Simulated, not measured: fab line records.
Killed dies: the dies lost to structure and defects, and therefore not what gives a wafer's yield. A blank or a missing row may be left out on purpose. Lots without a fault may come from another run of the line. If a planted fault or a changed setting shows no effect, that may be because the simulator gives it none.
8D (eight disciplines) problem report, filled in by code || flow nand_harc || the parts of the form that need people (team, actions taken, sign-off) are left out

1. WHAT IS WRONG
killed_at_periphery at NHARC_END_SORT_01 reads a mean of 605.0 on 2 wafers of 2 lots; wafers without a fault read 3.7 with a standard deviation of 2.6. So: +99 or more standard deviations from the usual mean.
The first sign was on wafer L534.2 at day 32 18:16, on prober-01. At this step, 4 wafers from 2 lots have a number in the record. By rule, "out" or "out of limits" means more than 4 standard deviations away from the usual mean. All remaining wafers that have a number are taken as sound.

2. WHAT THIS IS AND IS NOT
{"question": "which readings at this step", "is": "killed_at_periphery, defect_limited_yield, killed_dies", "is not": "killed_at_array, killed_at_other, killed_open, killed_short"}
{"question": "which lots", "is": "L534, L537", "is not": "-"}
{"question": "which wafers of those lots", "is": "L534.2, L537.1", "is not": "L534.1, L537.3"}
{"question": "read on which gauges", "is": "prober-01, prober-02", "is not": "-"}
{"question": "when", "is": "from day 32 18:16", "is not": "up to then (1 sound wafer); but 1 sound wafer of L537 came after"}

3. THE SUSPECTS, EACH WITH WHAT RULES IT OUT
Counting: a tool at a process step up to the reading stays a suspect if it ran every lot that is out. Sound lots after the first of them don't rule it out here, since some wafers of a struck lot are sound.
- the gauge at NHARC_END_SORT_01 is ruled out. Those wafers that are out were read across 2 gauges (prober-01, prober-02).
- pvd_sputter-03 at NHARC_P_M2_PVD_21 (deposits Cu, target thk 30 nm, time 20.49 s): kept. It ran every lot that is out, first L534 (day 13 21:55).
The count leaves pvd_sputter-03 at NHARC_P_M2_PVD_21.

4. THE CAUSE (what the simulator had put in)
Drift in process parameters on pvd_sputter-03 at NHARC_P_M2_PVD_21, starting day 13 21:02. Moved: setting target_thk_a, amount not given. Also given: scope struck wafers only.
Only this tool survived the counting.

5. THE CHAIN OF EFFECTS, in route order
Each row: a reading where the mean over the struck wafers with a number is more than 3 standard deviations away from the usual. Only readings for which the record gives a usual standard deviation are gone through. hours: the time from each lot's start at the first step in this table that gives one to its start at this step, as a median over the lots. sigmas: the change in usual standard deviations.
{"hours": 0, "step": "NHARC_END_SORT_01", "reading": "defect_limited_yield", "usual": "90 %", "on struck wafers": 0, "change": -90, "sigmas": -26}
{"hours": 0, "step": "NHARC_END_SORT_01", "reading": "killed_at_periphery", "usual": 3.7, "on struck wafers": 605.0, "change": "+601.3", "sigmas": "+99 or more"}
{"hours": 0, "step": "NHARC_END_SORT_01", "reading": "killed_dies", "usual": 66, "on struck wafers": 677, "change": "+611", "sigmas": "+27"}

6. HOW IT WOULD HAVE BEEN CAUGHT EARLIER
453 hours passed between the start of the fault at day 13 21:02 and the first reading out of limits at a measuring or inspecting step in this record, taken at day 32 18:16.
Of the tool readings at NHARC_P_M2_PVD_21 for which the record gives a usual standard deviation, none was out on any struck wafer, so an alarm limit of 4 standard deviations on them would not have fired.
The start of NHARC_P_M2_PVD_21 on pvd_sputter-03 came by day 32 18:16 for every one of the lots that are out (2). None of them would have been spared by holding the tool at that moment.
